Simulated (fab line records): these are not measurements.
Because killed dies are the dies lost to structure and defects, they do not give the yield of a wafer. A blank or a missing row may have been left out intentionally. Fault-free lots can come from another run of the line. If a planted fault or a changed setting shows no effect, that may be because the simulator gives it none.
fab line records -- flow nand_harc -- part 2 of 2: steps 5 to 6 of 6
record lots=20, wafers=60, last_day=25
route steps=1159 shown A_STAIRCASE@584
lots with no fault: from the same line, run without faults
start_h: hours from the record's first day to the start of the lot's first wafer shown -- wait_h: how many hours have passed since the lot's step before this one -- " same as the row above -- L1.1+2: several wafers, shown together as one row -- - value missing, or start not given -- * or withheld: withheld -- < > ~ a bound
route shown NAME@n: NAME is a module with steps in the file, n the number in the route of the first one -- usual: mean/standard deviation taken from wafers without a fault -- same: alike in all rows -- chamber/n: place in a boat -- sites: each site's reading -- _std_site: standard deviation across them -- _edge_site: inner sites' mean taken away from outer sites' mean -- radius_mm: for every site, how far away it sits from the centre of the wafer -- mask NAME#n: copy n -- behind: the most recent tool/chamber to have shaped the wafer -- hold: why the lot was held/for how many hours/how that ended -- device: the transistor (n, p or np) that didn't switch -- end of line: the same wafers' tests at the end of the route -- for a step that has no rows: nothing shown but its recipe -- killed: count of dies lost to structure and defects at first sort (not the wafer's yield) -- map: the dies of a wafer, with x for killed, . for not killed, _ for no die there
set.NAME: the setting as run; set.NAME@STEP: as run at that earlier step -- model.NAME: the simulator's own value behind a step, which no gauge read
steps of the route over a sample of lots; a table a step, a row a wafer
services: the hour from which a tool's chamber was out of use, counted from the record's first day as start_h (under 0 if before that day), plus the number of hours and why
## steps
# step NHARC_A_STAIRCASE_TRIM_235
# recipe time_s=211.2, o2_flow_sccm=500, ar_flow_sccm=0, bias_w=0, chemistry=O2
# usual chamber_pressure_mTorr=60.00/0.057, drypump_motor_current_A=5.7/0.38, oes_product_au=0.995/0.01, rf_vpp_V=57.7/0.92, showerhead_plenum_p_Torr=3.50/0.15, throttle_valve_pct=17.035/0.0086
lot.wafer,tool,chamber,start_h,wait_h,chamber_pressure_mTorr,drypump_motor_current_A,oes_product_au,rf_hours_counter_h,rf_vpp_V,showerhead_plenum_p_Torr,throttle_valve_pct
L074.1,rie_diel-05,0,-,-,59.98,6.3,0.999,31,58.1,3.55,17.042
L074.2,rie_diel-05,1,-,-,59.94,5.7,0.984,30,57.2,3.39,17.035
L074.3,rie_diel-05,3,-,-,59.97,5.3,0.986,25,59.1,3.62,17.029
L075.3,rie_diel-02,2,-,-,60.00,5.0,1.010,38,57.8,3.79,17.039
L075.2,rie_diel-02,3,-,-,60.00,6.3,0.998,37,56.1,3.28,17.027
L075.1,rie_diel-02,1,-,-,60.07,6.1,0.998,38,57.7,3.55,17.025
L076.1,rie_diel-02,1,-,-,60.05,6.1,1.000,40,57.9,3.55,17.031
L076.4,rie_diel-02,2,-,-,59.98,5.1,1.008,40,58.1,3.78,17.020
L076.6,rie_diel-02,0,-,-,59.97,5.6,0.988,-,58.8,3.62,17.021
L077.3,rie_diel-13,1,-,-,59.96,5.8,0.979,54,57.3,3.31,17.036
L077.1,rie_diel-13,2,-,-,60.03,5.3,0.985,59,56.8,3.64,17.034
L077.6,rie_diel-13,3,-,-,60.01,6.1,0.989,-,57.2,3.29,17.044
L079.2,rie_diel-13,3,-,-,60.03,6.1,0.995,58,57.0,3.29,17.029
L079.1,rie_diel-13,0,-,-,59.92,5.6,1.003,56,57.3,3.53,17.035
L079.6,rie_diel-13,1,-,-,59.96,5.8,0.991,-,57.0,3.31,17.034
L078.1,rie_diel-13,1,-,-,60.08,5.8,0.967,58,56.8,3.30,17.048
L078.3,rie_diel-13,3,-,-,60.00,6.1,0.983,61,57.5,3.29,17.039
L078.6,rie_diel-13,1,-,-,59.96,5.8,0.970,-,57.6,3.30,17.049
L081.3,rie_diel-13,3,-,-,60.10,6.1,0.986,1,57.2,3.29,17.026
L081.2,rie_diel-13,0,-,-,59.89,5.6,0.983,1,58.1,3.53,17.030
L081.4,rie_diel-13,1,-,-,59.95,5.8,0.978,1,59.2,3.30,17.060
L083.4,rie_diel-02,3,-,-,60.06,6.3,0.989,51,57.8,3.27,17.047
L083.3,rie_diel-02,0,-,-,60.07,5.6,0.992,53,57.1,3.61,17.045
L083.1,rie_diel-02,1,-,-,60.00,6.1,0.999,52,58.6,3.55,17.033
L082.3,rie_diel-13,0,-,-,59.88,5.6,1.002,5,57.1,3.53,17.039
L082.1,rie_diel-13,2,-,-,60.04,5.3,1.002,5,59.4,3.64,17.041
L082.5,rie_diel-13,0,-,-,60.04,5.6,0.991,-,59.6,3.53,17.043
L085.4,rie_diel-02,3,-,-,60.06,6.3,0.997,61,56.4,3.26,17.040
L085.3,rie_diel-02,1,-,-,60.02,6.1,1.000,64,56.4,3.54,17.025
L085.1,rie_diel-02,2,-,-,59.89,5.0,0.998,62,58.9,3.77,17.033
L087.4,rie_diel-02,0,-,-,59.89,5.6,0.987,62,59.9,3.60,17.033
L087.5,rie_diel-02,0,-,-,60.05,5.6,0.991,-,58.6,3.60,17.053
L087.6,rie_diel-02,1,-,-,59.90,6.1,0.967,-,57.9,3.54,17.067
L088.2,rie_diel-05,1,-,-,59.99,5.6,1.010,61,57.3,3.37,17.038
L088.1,rie_diel-05,2,-,-,59.95,5.7,0.990,51,59.2,3.60,17.021
L088.4,rie_diel-05,3,-,-,60.06,5.3,0.983,55,59.4,3.60,17.031
L091.3,rie_diel-02,1,-,-,59.91,6.1,1.001,6,58.2,3.53,17.019
L091.2,rie_diel-02,2,-,-,59.94,5.0,1.013,6,57.9,3.77,17.028
L091.4,rie_diel-02,1,-,-,60.02,6.1,0.995,-,56.9,3.53,17.034
L090.2,rie_diel-05,2,-,-,60.00,5.7,0.986,3,55.9,3.60,17.039
L090.5,rie_diel-05,3,-,-,60.10,5.3,1.009,-,57.6,3.60,17.026
L090.6,rie_diel-05,0,-,-,59.94,6.3,0.992,-,57.4,3.52,17.053
L093.2,rie_diel-13,1,-,-,60.04,5.8,0.975,31,57.3,3.29,17.037
L093.3,rie_diel-13,2,-,-,60.04,5.3,1.009,25,56.6,3.63,17.036
L093.6,rie_diel-13,3,-,-,59.97,6.1,0.997,-,56.2,3.27,17.034
L094.3,rie_diel-05,3,-,-,60.00,5.4,1.009,5,57.0,3.60,17.033
L094.2,rie_diel-05,1,-,-,60.06,5.6,1.000,5,57.3,3.37,17.022
L094.5,rie_diel-05,3,-,-,60.02,5.4,1.008,-,57.7,3.60,17.048
L092.2,rie_diel-05,0,-,-,60.04,6.3,0.994,7,57.6,3.52,17.033
L092.6,rie_diel-05,0,-,-,60.00,6.3,1.005,-,56.9,3.52,17.024
L092.5,rie_diel-05,1,-,-,60.13,5.6,1.011,-,56.7,3.37,17.027
L096.4,rie_diel-05,2,-,-,60.00,5.6,0.997,8,58.8,3.59,17.039
L096.6,rie_diel-05,1,-,-,60.03,5.6,1.011,-,57.2,3.37,17.027
L096.5,rie_diel-05,2,-,-,59.95,5.7,1.001,-,58.9,3.59,17.027
L095.2,rie_diel-05,1,-,-,60.05,5.6,1.012,9,57.6,3.37,17.053
L095.4,rie_diel-05,3,-,-,60.02,5.3,1.009,10,58.1,3.59,17.042
L095.1,rie_diel-05,0,-,-,59.98,6.3,1.007,10,57.3,3.52,17.035
L097.1,rie_diel-13,3,-,-,59.90,6.1,0.996,43,56.1,3.27,17.039
L097.2,rie_diel-13,2,-,-,60.05,5.3,0.995,36,57.8,3.62,17.034
L097.5,rie_diel-13,3,-,-,59.99,6.1,0.992,-,57.8,3.27,17.034
# step NHARC_A_STAIRCASE_ETCH_294
# recipe target_depth_a=49920, time_s=1212.4, ion_energy_ev=800, c4f8_flow_sccm=80, o2_flow_sccm=60, ar_flow_sccm=withheld, rf_w=600, bias_w=3000, chemistry=C4F8/O2/Ar
# usual chamber_pressure_mTorr=24.999/0.022, oes_product_au=0.931/0.013, rf_vpp_V=1825/11
lot.wafer,tool,chamber,start_h,wait_h,chamber_pressure_mTorr,oes_product_au,rf_hours_counter_h,rf_vpp_V
L074.2,rie_diel-05,3,-,-,24.997,0.917,28,1834
L074.3,rie_diel-05,1,-,-,24.991,0.916,32,1817
L074.1,rie_diel-05,2,-,-,24.957,0.918,26,1833
L075.2,rie_diel-05,1,-,-,25.014,0.941,33,1817
L075.1,rie_diel-05,3,-,-,24.974,0.939,28,1833
L075.3,rie_diel-05,0,-,-,24.981,0.960,34,1829
L076.1,rie_diel-02,2,-,-,24.970,0.935,43,1845
L076.4,rie_diel-02,3,-,-,25.013,0.932,41,1809
L076.6,rie_diel-02,1,-,-,25.014,0.931,-,1828
L077.1,rie_diel-13,1,-,-,25.013,0.909,58,1810
L077.3,rie_diel-13,0,-,-,24.977,0.927,58,1828
L077.6,rie_diel-13,2,-,-,24.991,0.936,-,1836
L079.2,rie_diel-05,2,-,-,25.006,0.930,30,1833
L079.1,rie_diel-05,3,-,-,25.050,0.937,31,1832
L079.6,rie_diel-05,2,-,-,24.991,0.929,-,1832
L078.3,rie_diel-05,2,-,-,24.979,0.944,32,1832
L078.1,rie_diel-05,3,-,-,24.994,0.924,33,1833
L078.6,rie_diel-05,2,-,-,24.999,0.940,-,1833
L081.2,rie_diel-05,3,-,-,24.987,0.916,39,1833
L081.4,rie_diel-05,0,-,-,24.976,0.938,47,1826
L081.3,rie_diel-05,1,-,-,25.003,0.935,46,1816
L083.1,rie_diel-13,1,-,-,24.949,0.926,6,1809
L083.4,rie_diel-13,2,-,-,24.999,0.957,6,1834
L083.3,rie_diel-13,3,-,-,24.946,0.938,6,1808
L082.3,rie_diel-13,0,-,-,25.023,0.935,7,1827
L082.1,rie_diel-13,1,-,-,24.995,0.915,7,1810
L082.5,rie_diel-13,0,-,-,25.019,0.930,-,1826
L085.4,rie_diel-05,2,-,-,25.002,0.933,49,1832
L085.3,rie_diel-05,3,-,-,24.969,0.930,53,1832
L085.1,rie_diel-05,1,-,-,24.984,0.954,59,1815
L087.4,rie_diel-05,2,-,-,25.000,0.903,51,1832
L087.5,rie_diel-05,1,-,-,25.011,0.928,-,1815
L087.6,rie_diel-05,2,-,-,25.010,0.912,-,1834
L088.1,rie_diel-13,0,-,-,24.987,0.911,22,1826
L088.2,rie_diel-13,1,-,-,25.022,0.911,22,1808
L088.4,rie_diel-13,3,-,-,24.997,0.916,-,1807
L091.3,rie_diel-13,2,-,-,25.018,0.946,23,1834
L091.2,rie_diel-13,0,-,-,25.010,0.949,29,1826
L091.4,rie_diel-13,1,-,-,24.979,0.929,29,1809
L090.2,rie_diel-13,1,-,-,24.961,0.930,34,1809
L090.6,rie_diel-13,3,-,-,24.959,0.936,-,1808
L090.5,rie_diel-13,0,-,-,24.950,0.946,-,1826
L093.2,rie_diel-13,2,-,-,25.009,0.947,28,1835
L093.3,rie_diel-13,3,-,-,25.024,0.930,35,1807
L093.6,rie_diel-13,1,-,-,25.013,0.921,-,1809
L094.3,rie_diel-05,3,-,-,25.015,0.943,8,1831
L094.2,rie_diel-05,0,-,-,24.993,0.922,8,1827
L094.5,rie_diel-05,0,-,-,24.999,0.915,-,1827
L092.2,rie_diel-02,1,-,-,25.031,0.926,16,1826
L092.5,rie_diel-02,0,-,-,25.004,0.931,-,1831
L092.6,rie_diel-02,1,-,-,24.992,0.923,-,1828
L096.4,rie_diel-05,3,-,-,25.032,0.944,11,1831
L096.5,rie_diel-05,2,-,-,24.986,0.925,-,1832
L096.6,rie_diel-05,3,-,-,24.997,0.944,-,1834
L095.2,rie_diel-05,3,-,-,24.998,0.951,14,1832
L095.1,rie_diel-05,0,-,-,25.024,0.925,14,1826
L095.4,rie_diel-05,1,-,-,25.010,0.939,12,1816
L097.1,rie_diel-13,2,-,-,24.967,0.945,38,1834
L097.2,rie_diel-13,3,-,-,25.025,0.945,45,1807
L097.5,rie_diel-13,1,-,-,24.968,0.942,-,1807
## services
tool,chamber,start_h,hours,kind
rie_diel-05,0,246.25,-,clean
rie_diel-05,1,246.25,-,clean
rie_diel-05,2,246.25,-,clean
rie_diel-05,3,246.25,-,clean
rie_diel-05,3,249.08,2.5,repair
rie_diel-05,0,270.75,-,clean
rie_diel-05,1,270.75,-,clean
rie_diel-05,2,270.75,-,clean
rie_diel-05,3,270.75,-,clean
rie_diel-13,-,276.17,9.0,pm
rie_diel-05,0,295.25,-,clean
rie_diel-05,1,295.25,-,clean
rie_diel-05,2,295.25,-,clean
rie_diel-05,3,295.25,-,clean
rie_diel-02,0,297.39,8.6,repair
rie_diel-13,3,306.33,3.1,repair
rie_diel-05,0,319.94,-,clean
rie_diel-05,1,319.94,-,clean
rie_diel-05,2,319.94,-,clean
rie_diel-05,3,319.94,-,clean
rie_diel-02,-,327.74,9.0,pm
rie_diel-05,-,340.66,9.0,pm
rie_diel-02,3,340.85,15.6,repair
rie_diel-02,3,376.00,1.2,repair
